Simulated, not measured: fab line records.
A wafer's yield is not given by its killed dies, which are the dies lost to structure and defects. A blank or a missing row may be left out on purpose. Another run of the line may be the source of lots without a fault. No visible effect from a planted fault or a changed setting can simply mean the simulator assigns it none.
One fault seen from 2 desks | flow n5-finfet | every desk sees just its own numbers, and what lay behind them comes last

TOOL OWNER'S DESK, laser-anneal-01
The tool's own readings at N5_SD_ACTIVATION_LSA_01 (time 0.0008 s): means of the sampled wafers that have a number, for each lot that ran on this tool. Any lot whose mean is over 4 standard deviations away from the usual mean is out of limits and marked OUT; that distance is given in the brackets.
Columns: A = wafer_temp_C_max at N5_SD_ACTIVATION_LSA_01, usual 1086.3
lot  | first seen here | A
L644 | day 3 10:24     | 1089.2
L648 | day 4 10:08     | 1089.4
L658 | day 6 21:42     | 1121.9 (+13) OUT
L660 | day 7 15:35     | 1121.9 (+13) OUT
This desk's verdict: out of limits on L658, L660, starting with L658 at day 6 21:42 (wafer_temp_C_max at N5_SD_ACTIVATION_LSA_01). Within limits: L644, L648.

AT THE METROLOGY DESK
What the gauges read, lot by lot, whatever tool the lot ran on: means of the sampled wafers that have a number. Any lot whose mean is over 4 standard deviations away from the usual mean is out of limits and marked OUT; that distance is given in the brackets. It has 17 readings, of which 7 appear: the earliest out of limits, and the ones furthest out on some lot.
Columns: A = RS_SD_N at N5_SD_ACTIVATION_RS_MEAS_03, usual 21.9 ohm/sq; B = IOFF_P_LONG at N5_BEOL_M4_RC_MEAS_101, usual 0.000105 nA/um; C = ION_P at N5_BEOL_M4_RC_MEAS_101, usual 464 uA/um; D = RC_DENSE_N at N5_BEOL_M4_RC_MEAS_101, usual 19.0 ohm.um; E = RC_N at N5_BEOL_M4_RC_MEAS_101, usual 15.45 ohm.um; F = REXT_N at N5_BEOL_M4_RC_MEAS_101, usual 74.7 ohm.um; G = RS_SD_N at N5_BEOL_M4_RC_MEAS_101, usual 28.4 ohm/sq
lot  | first seen here | A              | B                  | C   | D               | E                | F               | G
L644 | day 3 10:36     | 22.3           | 0.000103           | 462 | 18.8            | 15.30            | 74.6            | 28.9
L645 | day 3 16:04     | 22.1           | 0.000113           | 467 | 18.6            | 15.12            | 73.4            | 28.5
L647 | day 4 07:16     | 21.7           | 0.000096           | 460 | 19.3            | 15.84            | 76.6            | 27.9
L648 | day 4 10:19     | 22.0           | 0.000106           | 463 | 19.2            | 15.47            | 69.6            | 28.6
L658 | day 6 21:54     | 18.4 (-12) OUT | 0.000215 (+12) OUT | 457 | 16.1 (-8.9) OUT | 13.03 (-9.7) OUT | 67.9 (-4.3) OUT | 24.5 (-10) OUT
L660 | day 7 15:47     | 18.5 (-11) OUT | 0.000224 (+13) OUT | 453 | 15.7 (-9.9) OUT | 12.88 (-10) OUT  | 68.5            | 24.6 (-10) OUT
L661 | day 7 18:31     | 22.0           | 0.000113           | 466 | 18.9            | 15.38            | 76.6            | 28.7
L665 | day 8 15:41     | 21.8           | 0.000090           | 463 | 18.9            | 15.40            | 73.5            | 28.4
L667 | day 9 03:52     | 22.1           | 0.000104           | 462 | 18.9            | 15.40            | 76.5            | 28.5
This desk finds L658, L660 out of limits, with the earliest case on L658 at day 6 21:54 (RS_SD_N at N5_SD_ACTIVATION_RS_MEAS_03). Within limits: L644, L645, L647, L648, L661, L665, L667.

BROUGHT TOGETHER
An alarm could have come from the tool owner's desk at day 6 21:42, on L658, L660.
On L658, L660, the metrology desk was in a position to raise an alarm at day 6 21:54.
On laser-anneal-01, each named lot ran N5_SD_ACTIVATION_LSA_01.

WHAT THE SIMULATOR PUT IN
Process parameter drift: laser-anneal-01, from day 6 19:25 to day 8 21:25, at N5_SD_ACTIVATION_LSA_01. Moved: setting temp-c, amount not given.
Lots struck among those shown: L658, L660.
Fault start to first reading out of limits, in hours, per desk: tool owner, 2; metrology, 2.
